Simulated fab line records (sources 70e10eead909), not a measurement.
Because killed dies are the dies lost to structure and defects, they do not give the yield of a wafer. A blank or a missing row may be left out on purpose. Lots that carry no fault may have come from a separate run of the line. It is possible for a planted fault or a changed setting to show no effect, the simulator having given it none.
A struck lot beside a sound one | flow nandHarc | 17 out of 1302 route steps
Sound: wafers L699.2, L699.3, L699.5. Struck: wafer L688.5 (left out: L688.1, L688.4 of the same lot, which were not struck); the cause appears at the end.
For every step that has rows: the tool of each side, followed by ch and its chambers, followed by its first start. Under that, the readings that differ: sound wafers | struck wafers | difference of the means | sigmas: that difference in standard deviations of wafers without a fault.
alike: words and numbers the same on both sides, and readings whose means are apart by under 2 such deviations; not compared: readings that were withheld, readings missing a value for some wafer, numbers with overlapping values and no deviation given by the record, and bounds like >300 which may hide the same value.
A row with sigmas, a row that says differs or no value, or rows on one side alone: a step with any of these is where the two part. Numbers that don't overlap but have no deviation are shown without sigmas and don't part them. A reading missing from all wafers of one side parts the sides only when that side holds two or more wafers.

NHARC_A_M1_INSPECT_11:
  struck on defectInspect-02, day 26 06:43; sound on defectInspect-01, day 30 06:48
  alike: rawDefectCount
then, 1 step without rows for these wafers: NHARC_A_M1_DESCUM_14 (chemistry O2, time 3 s).
NHARC_A_M1_ETCH_35: etches the open film in N2/H2, target depth 40 nm, overetch 12 nm, time 43.94 s.
  sound on rieDiel-11 ch 0,2,3, day 30 06:58; struck on rieDiel-11 ch 1, day 26 06:53
reading                  | sound       | struck | difference | sigmas
drypumpMotorCurrentA (A) | 6.0 5.6 6.1 | 5.0    | -0.9       | -2
  alike: mfcArSccm, oesProductAu, rfVppV, showerheadPlenumPTorr, throttleValvePct
  not compared: rfHoursCounterH
then, 1 step without rows for these wafers: NHARC_A_M1_ETCH_15 (etches the open film in C4F8/Ar, target depth 182.5 nm, time 91.2 s).
NHARC_A_M1_CD_MEAS_16:
  struck on cdSem-01, day 26 07:08; sound on cdSem-02, day 30 07:10
  alike: cdNm
NHARC_A_M1_STRIP_18: strips in N2/H2.
  sound on rieDiel-08 ch 2,3, day 30 07:14; struck on rieDiel-11 ch 1, day 26 07:16
reading                  | sound       | struck | difference | sigmas
drypumpMotorCurrentA (A) | 5.0 6.5 6.5 | 5.0    | -1.0       | -2
  alike: mfcArSccm, oesProductAu, rfVppV, showerheadPlenumPTorr, throttleValvePct
  not compared: rfHoursCounterH
NHARC_A_M1_ETCH_28: etches the open film in CF4/N2, target depth 30 nm, time 72.99 s.
  sound: rieDiel-08 ch 0,2,3; struck: rieDiel-11 ch 0
reading                      | sound          | struck | difference | sigmas
showerheadPlenumPTorr (Torr) | 2.55 2.50 2.58 | 2.78   | +0.24      | +2
  alike: drypumpMotorCurrentA, mfcArSccm, oesProductAu, rfVppV, throttleValvePct
  not compared: rfHoursCounterH
then, 1 step without rows for these wafers: NHARC_A_M1_STRIP_19 (strips in post etch residue remover, time 600 s).
NHARC_A_M1_DEGAS_29: time 60 s.
  struck on pvdSputter-02, day 26 07:55; sound on pvdSputter-02, day 30 07:53
  alike: heaterPowerW
NHARC_A_M1_PRE_CLEAN_30: time 30 s.
  sound on pvdSputter-02; struck on pvdSputter-02
  alike: heaterPowerW
then, 2 steps without rows for these wafers: NHARC_A_M1_PVD_20 (deposits TaN, target thk 5 nm, time 8.06 s); NHARC_A_M1_PVD_21 (deposits Cu, target thk 30 nm, time 20.49 s).
NHARC_A_M1_ECD_22: material Cu, target thk 400 nm.
  sound on ecdCu-01 ch 0, day 30 08:17; struck on ecdCu-01 ch 0, day 26 08:20
then, 1 step without rows for these wafers: NHARC_A_M1_ANNEAL_31 (time 90 s).
NHARC_A_M1_CMP_23: polishes, t overpolish 20 s, target thk 154.34 nm.
  sound on cmp-04 ch 1,3, day 30 09:03; struck on cmp-01 ch 3, day 26 09:01
reading             | sound    | struck | difference | sigmas
timeToEndpointS (s) | 30 35 34 | 61     | +28        | +9
  alike: motorCurrentA, slurryFilterDpKPa
NHARC_A_M1_THK_MEAS_24: measures by xrf.
  struck on filmMetro-02, day 26 09:20; sound on filmMetro-01, day 30 09:20
  alike: thkNm
NHARC_END_SORT_01:
  sound on prober-02 ch 0, day 31 18:53; struck on prober-01 ch 0, day 27 19:54
reading    | sound | struck | difference | sigmas
killedOpen | 6 3 9 | 2      | -4         | -2
  alike: defectLimitedYield, killedAtArray, killedAtOther, killedAtPeriphery, killedDies, killedShort

## WHERE THEY PART
Earliest at NHARC_A_M1_ETCH_35; latest, in this record, at NHARC_END_SORT_01.

WHY: whatever the simulator had introduced
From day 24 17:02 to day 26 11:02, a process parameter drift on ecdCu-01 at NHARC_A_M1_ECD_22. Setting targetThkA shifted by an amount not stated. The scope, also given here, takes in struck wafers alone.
